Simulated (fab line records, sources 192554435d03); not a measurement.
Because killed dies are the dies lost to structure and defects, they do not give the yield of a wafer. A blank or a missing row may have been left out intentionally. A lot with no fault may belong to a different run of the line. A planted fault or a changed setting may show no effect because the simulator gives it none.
Which tool is to blame?    flow n5-finfet    9 lots, 26 wafers sampled, at 4 steps of a route of 1938

== WHAT THE GAUGES SHOWED, per wafer ==
N5_DUMMY_GATE_THK_MEAS_05.
lot   measured     on             thk-nm (nm)
L287  day 3 06:35  film-metro-01  70.7 73.0 72.3
L289  day 3 19:25  film-metro-01  2.1 2.0 2.0
L290  day 4 01:52  film-metro-02  2.0 2.0 2.0
L291  day 4 08:01  film-metro-02  2.0 2.0 2.0
L297  day 5 18:18  film-metro-02  73.2 71.0 71.9
L298  day 5 23:48  film-metro-01  74.2 72.7 73.1
L306  day 7 23:32  film-metro-01  71.2 72.6 72.1
L307  day 8 10:10  film-metro-02  70.6 70.7 72.2
L308  day 8 16:29  film-metro-02  72.4 74.7

== EACH LOT AND THE TOOL THAT RAN IT (in order: tool; ch and the chambers of the sampled wafers; start) ==
lot   N5_FIN_CUT_STRIP_24                N5_STI_FIN_REVEAL_OXIDATION_33       N5_DUMMY_GATE_CVD_03
L287  rie-diel-01 ch 0,1, day 2 16:35    plasma-asher-01 ch 0,1, day 3 02:07  lpcvd-01 ch 1/40,1/50,1/59, day 3 02:36
L289  rie-diel-02 ch 1,2,3, day 3 03:17  plasma-asher-01 ch 0,1, day 3 12:57  lpcvd-01 ch 1/40,1/50,1/64, day 3 13:31
L290  rie-diel-02 ch 1,2, day 3 08:56    plasma-asher-01 ch 1, day 3 19:34    lpcvd-01 ch 0/65,0/75,0/89, day 3 20:03
L291  rie-diel-02 ch 0,2,3, day 3 15:26  plasma-asher-02 ch 0,1, day 4 01:43  lpcvd-01 ch 1/65,1/75,1/84, day 4 02:12
L297  rie-diel-01 ch 0,1, day 5 03:37    plasma-asher-02 ch 0,1, day 5 13:43  lpcvd-02 ch 1/65,1/75,1/79, day 5 14:13
L298  rie-diel-02 ch 0,1,2, day 5 09:04  plasma-asher-01 ch 1, day 5 18:41    lpcvd-02 ch 1/15,1/25,1/39, day 5 19:36
L306  rie-diel-02 ch 1,2,3, day 7 09:16  plasma-asher-01 ch 0,1, day 7 18:17  lpcvd-01 ch 1/40,1/50,1/54, day 7 19:32
L307  rie-diel-02 ch 1,2,3, day 7 17:40  plasma-asher-01 ch 0,1, day 8 03:31  lpcvd-01 ch 1/40,1/50,1/54, day 8 04:22
L308  rie-diel-02 ch 2,3, day 7 22:29    plasma-asher-02 ch 0,1, day 8 10:13  lpcvd-01 ch 0/59,0/64, day 8 10:40
- N5_FIN_CUT_STRIP_24: strips in CF4.
- N5_STI_FIN_REVEAL_OXIDATION_33: chemistry O2 PLASMA REMOTE, time 20 s.
- N5_DUMMY_GATE_CVD_03: deposits a-Si from SiH4, target thk 150 nm, time 8042 s.

== THE ANSWER, worked out from the rows above alone ==
Rule: usual is defined by the lots themselves. The widest of any qualifying gaps counts: lots, ordered by their means at a reading, are off when they make up no more than a third of the lots, leave a main group of 4 or more, and stand apart from it by 3 or more times the standard deviation of that group's means. If all means in a main group match to the digits the tables above print for the reading, that group is not used. A lot without any number at a reading at which 4 lots or more have one is off too. Any other lot the step has rows for is counted as sound.
Off: L289, L290, L291 (N5_DUMMY_GATE_THK_MEAS_05, thk-nm). For the main group the mean is 72.3 nm and the standard deviation 0.83.
A tool fits if, at a process step before that reading, it ran every lot that is off, and no sound lot after the first of them. Gauges at N5_DUMMY_GATE_THK_MEAS_05: tried the same way as those tools. Not one of the candidates tried fits.

== WHAT HAD BEEN PUT IN BY THE SIMULATOR ==
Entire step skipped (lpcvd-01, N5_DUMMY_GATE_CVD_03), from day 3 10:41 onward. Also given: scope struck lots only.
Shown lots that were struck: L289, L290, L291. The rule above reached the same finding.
